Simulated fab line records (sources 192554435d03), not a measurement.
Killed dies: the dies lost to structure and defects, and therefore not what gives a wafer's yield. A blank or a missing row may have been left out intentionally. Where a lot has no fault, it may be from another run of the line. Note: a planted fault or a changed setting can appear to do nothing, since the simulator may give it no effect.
Matching of chambers :: flow n5-finfet :: N5_BEOL_M1_ETCH_77 on rie-diel-06 has 4 sister chambers
The step etches underlayer in N2/H2, target depth 6.5 nm, time 5.2 s. 8 wafers are shown with their chamber, then 11 later ones without.

WAFERS WITH THEIR CHAMBER
wafer: L086.2
chamber: 1
showerhead-plenum-p-Torr (Torr): 2.55
throttle-valve-pct (%): 17.17

wafer: L086.6
chamber: 3
showerhead-plenum-p-Torr (Torr): 2.44
throttle-valve-pct (%): 18.09

wafer: L088.2
chamber: 3
showerhead-plenum-p-Torr (Torr): 2.44
throttle-valve-pct (%): 18.09

wafer: L088.5
chamber: 0
showerhead-plenum-p-Torr (Torr): 2.65
throttle-valve-pct (%): 18.17

wafer: L090.1
chamber: 2
showerhead-plenum-p-Torr (Torr): 2.47
throttle-valve-pct (%): 17.83

wafer: L090.4
chamber: 0
showerhead-plenum-p-Torr (Torr): 2.64
throttle-valve-pct (%): 18.19

wafer: L090.5
chamber: 1
showerhead-plenum-p-Torr (Torr): 2.55
throttle-valve-pct (%): 17.23

wafer: L089.3
chamber: 2
showerhead-plenum-p-Torr (Torr): 2.47
throttle-valve-pct (%): 17.83

WAFERS WITHOUT THEIR CHAMBER
wafer: L089.5
showerhead-plenum-p-Torr (Torr): 2.47
throttle-valve-pct (%): 17.85

wafer: L089.6
showerhead-plenum-p-Torr (Torr): 2.44
throttle-valve-pct (%): 18.09

wafer: L095.1
showerhead-plenum-p-Torr (Torr): 2.55
throttle-valve-pct (%): 17.22

wafer: L095.5
showerhead-plenum-p-Torr (Torr): 2.47
throttle-valve-pct (%): 17.84

wafer: L095.6
showerhead-plenum-p-Torr (Torr): 2.55
throttle-valve-pct (%): 17.24

wafer: L096.1
showerhead-plenum-p-Torr (Torr): 2.64
throttle-valve-pct (%): 18.18

wafer: L096.2
showerhead-plenum-p-Torr (Torr): 2.55
throttle-valve-pct (%): 17.23

wafer: L096.4
showerhead-plenum-p-Torr (Torr): 2.43
throttle-valve-pct (%): 18.10

wafer: L097.3
showerhead-plenum-p-Torr (Torr): 2.64
throttle-valve-pct (%): 18.17

wafer: L097.4
showerhead-plenum-p-Torr (Torr): 2.55
throttle-valve-pct (%): 17.24

wafer: L097.6
showerhead-plenum-p-Torr (Torr): 2.55
throttle-valve-pct (%): 17.26

EACH ONE'S CHAMBER
wafer: L089.5
from the rows above: 2
in truth: 2

wafer: L089.6
from the rows above: 3
in truth: 3

wafer: L095.1
from the rows above: 1
in truth: 1

wafer: L095.5
from the rows above: 2
in truth: 2

wafer: L095.6
from the rows above: 1
in truth: 1

wafer: L096.1
from the rows above: 0
in truth: 0

wafer: L096.2
from the rows above: 1
in truth: 1

wafer: L096.4
from the rows above: 3
in truth: 3

wafer: L097.3
from the rows above: 0
in truth: 0

wafer: L097.4
from the rows above: 1
in truth: 1

wafer: L097.6
from the rows above: 1
in truth: 1
Correctly placed: 11 of 11. Number that these rows cannot place: 0. Number placed wrongly: 0.
How it was worked out, from the rows above alone: a wafer's distance from a chamber is the root of the sum, over the readings, of the square of ((its reading less the chamber's mean) divided by the reading's scatter). If the next closest chamber is less than 2 further off than the closest, the wafer can't be placed; otherwise it belongs to the closest. The mean given for a chamber averages the wafers shown for that chamber. How the scatter is found: for the shown wafers, subtract from each reading the mean of its chamber, square and add these, divide the total by (wafers less chambers), then take the root.
